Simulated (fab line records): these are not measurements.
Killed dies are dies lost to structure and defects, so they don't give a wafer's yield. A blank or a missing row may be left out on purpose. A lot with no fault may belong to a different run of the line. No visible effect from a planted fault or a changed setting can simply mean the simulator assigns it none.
Chamber matching ; flow n5Finfet ; N5_BEOL_M7_STRIP_67 on rieDiel-01 has 4 sister chambers
The step strips in CF4. 20 wafers are shown with their chamber, then 10 later ones without.

## WAFERS PAIRED WITH THEIR CHAMBERS
wafer;chamber;drypumpMotorCurrentA (A);throttleValvePct (%);oesProductAu (a.u.)
L074.2;2;5.2;13.64;0.80
L074.3;1;6.3;13.32;0.83
L074.5;2;5.2;13.64;0.80
L077.1;2;5.1;13.65;0.80
L077.2;1;6.3;13.33;0.82
L077.3;3;6.0;13.54;0.77
L079.1;1;6.3;13.34;0.81
L079.4;1;6.3;13.36;0.82
L079.5;3;6.0;13.55;0.76
L083.1;3;6.0;13.57;0.76
L083.2;2;5.1;13.67;0.78
L083.6;1;6.3;13.38;0.80
L082.2;1;6.3;13.37;0.80
L082.3;2;5.1;13.67;0.78
L082.5;3;6.0;13.58;0.75
L088.1;1;6.3;13.40;0.79
L088.4;1;6.3;13.39;0.80
L088.5;3;6.0;13.59;0.75
L091.2;0;6.1;13.61;0.71
L091.3;1;6.3;13.39;0.79

SIGNATURES (means of the wafers above)
reading;chamber 0;chamber 1;chamber 2;chamber 3;scatter within a chamber
drypumpMotorCurrentA;6.100;6.300;5.140;6.000;0.0274
throttleValvePct;13.6100;13.3644;13.6540;13.5660;0.0241
oesProductAu;0.7100;0.8067;0.7920;0.7580;0.0121
Rule: for a wafer and a chamber, the distance is found by dividing, reading by reading, the gap between the wafer's reading and the chamber's mean by the reading's scatter, squaring, summing and taking the root. The wafer belongs to the nearest chamber; if the next one is less than 2 further off, it can't be placed. How the scatter is found: for the shown wafers, subtract from each reading the mean of its chamber, square and add these, divide the total by (wafers less chambers), then take the root.

## WAFERS WITH NO CHAMBER GIVEN
wafer;drypumpMotorCurrentA (A);throttleValvePct (%);oesProductAu (a.u.)
L091.6;6.3;13.38;0.79
L089.1;6.1;13.63;0.71
L089.2;6.0;13.61;0.74
L089.6;6.3;13.40;0.79
L093.1;6.3;13.42;0.79
L093.2;6.0;13.62;0.74
L093.5;6.1;13.63;0.71
L096.2;6.0;13.64;0.70
L096.5;6.0;13.67;0.70
L096.6;6.0;13.64;0.73

## WHICH CHAMBER EACH ONE RAN IN
wafer;from the rows above;in truth
L091.6;1;1
L089.1;0;0
L089.2;3;3
L089.6;1;1
L093.1;1;1
L093.2;can't be placed: 3 or 0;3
L093.5;0;0
L096.2;can't be placed: 0 or 3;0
L096.5;can't be placed: 0 or 3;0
L096.6;can't be placed: 3 or 0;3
6 of 10 placed correctly. Cannot be placed on the basis of these rows: 4; the candidates contain the true chamber in 4. Wrongly placed: 0.
